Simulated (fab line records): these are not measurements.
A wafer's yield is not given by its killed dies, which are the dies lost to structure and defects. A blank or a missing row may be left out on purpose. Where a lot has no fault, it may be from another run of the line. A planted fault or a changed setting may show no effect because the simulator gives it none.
Which tool was responsible?	flow nand harc	Sampling: 6 lots, 18 wafers, 4 of 1302 route steps

== WHAT EACH GAUGE READ, for each wafer ==
NHARC_A_CHANNEL_HOLE_D2_INSPECT_40.
lot	measured	on	raw defect count
L701	day 14 02:27	defect inspect-02	245 278 336
L703	day 15 03:36	defect inspect-01	333 307 312
L709	day 17 16:37	defect inspect-02	188 201 268
L717	day 20 14:11	defect inspect-01	939 978 981
L719	day 21 22:11	defect inspect-01	989 968 967
L722	day 23 07:17	defect inspect-02	139 182 147

== WHAT TOOL EACH LOT RAN ON (gives the tool, then ch and the chambers of the sampled wafers, and finally the start) ==
lot	NHARC_A_CHANNEL_HOLE_D2_ETCH_39	NHARC_A_CHANNEL_HOLE_D2_ETCH_24	NHARC_A_CHANNEL_HOLE_D2_ETCH_26
L701	rie diel-09 ch 0,1,3, day 13 20:37 or earlier	har etch-02 ch 0,1, day 13 23:04	har etch-02 ch 0,1, day 14 00:32
L703	rie diel-09 ch 2,3, day 14 19:37 or earlier	har etch-01 ch 0,1, day 15 00:01	har etch-01 ch 0,1, day 15 01:40
L709	rie diel-09 ch 1,3, day 17 09:25 or earlier	har etch-02 ch 0, day 17 13:08	har etch-02 ch 0, day 17 14:41
L717	rie diel-12 ch 1,2, day 20 05:47 or earlier	har etch-01 ch 0,1, day 20 10:35	har etch-01 ch 0,1, day 20 12:14
L719	rie diel-12 ch 1,3, day 21 16:25 or earlier	har etch-01 ch 0,1, day 21 18:37	har etch-01 ch 0,1, day 21 20:16
L722	rie diel-12 ch 2,3, day 23 01:29 or earlier	har etch-02 ch 0,1, day 23 03:58	har etch-02 ch 0,1, day 23 05:26
- NHARC_A_CHANNEL_HOLE_D2_ETCH_39: etches the open film in N2/H2, target depth 260 nm, time 325 s.
- NHARC_A_CHANNEL_HOLE_D2_ETCH_24: etches the open film in C4F8/O2/Ar, time 906.2 s, target depth 1500 nm.
- NHARC_A_CHANNEL_HOLE_D2_ETCH_26: etches the open film in C4F8/O2/Ar, time 224.1 s, target depth 300 nm.

== THE ANSWER, worked out from the rows above alone ==
Rule: usual is defined by the lots themselves. Put in order of their means at a reading, lots are off if they are a third of the lots or fewer, leave a main group of 4 or more, and stand apart from it by a gap of 3 or more times the standard deviation of the main group's means; of several such gaps the widest counts. A main group is skipped when, at the precision printed for the reading in the tables above, its means are all equal. A lot without any number at a reading at which 4 lots or more have one is off too. Where the step has rows for the other lots, those lots are counted as sound.
Off, at NHARC_A_CHANNEL_HOLE_D2_INSPECT_40 on raw defect count: L717, L719. Main group: mean 245, sd 62.
A tool fits if, at a process step before that reading, it ran every lot that is off, and no sound lot after the first of them. Those tools and the gauges at NHARC_A_CHANNEL_HOLE_D2_INSPECT_40 are tried in the same way. With no start given for some of its lots, NHARC_A_CHANNEL_HOLE_D2_ETCH_39 uses the hours and lot order of NHARC_A_CHANNEL_HOLE_D2_CD_MEAS_18. Undecided on this evidence; 2 tools fit (har etch-01 at NHARC_A_CHANNEL_HOLE_D2_ETCH_24 and NHARC_A_CHANNEL_HOLE_D2_ETCH_26, defect inspect-01 at NHARC_A_CHANNEL_HOLE_D2_INSPECT_40).

== WHAT WAS PUT IN BY THE SIMULATOR ==
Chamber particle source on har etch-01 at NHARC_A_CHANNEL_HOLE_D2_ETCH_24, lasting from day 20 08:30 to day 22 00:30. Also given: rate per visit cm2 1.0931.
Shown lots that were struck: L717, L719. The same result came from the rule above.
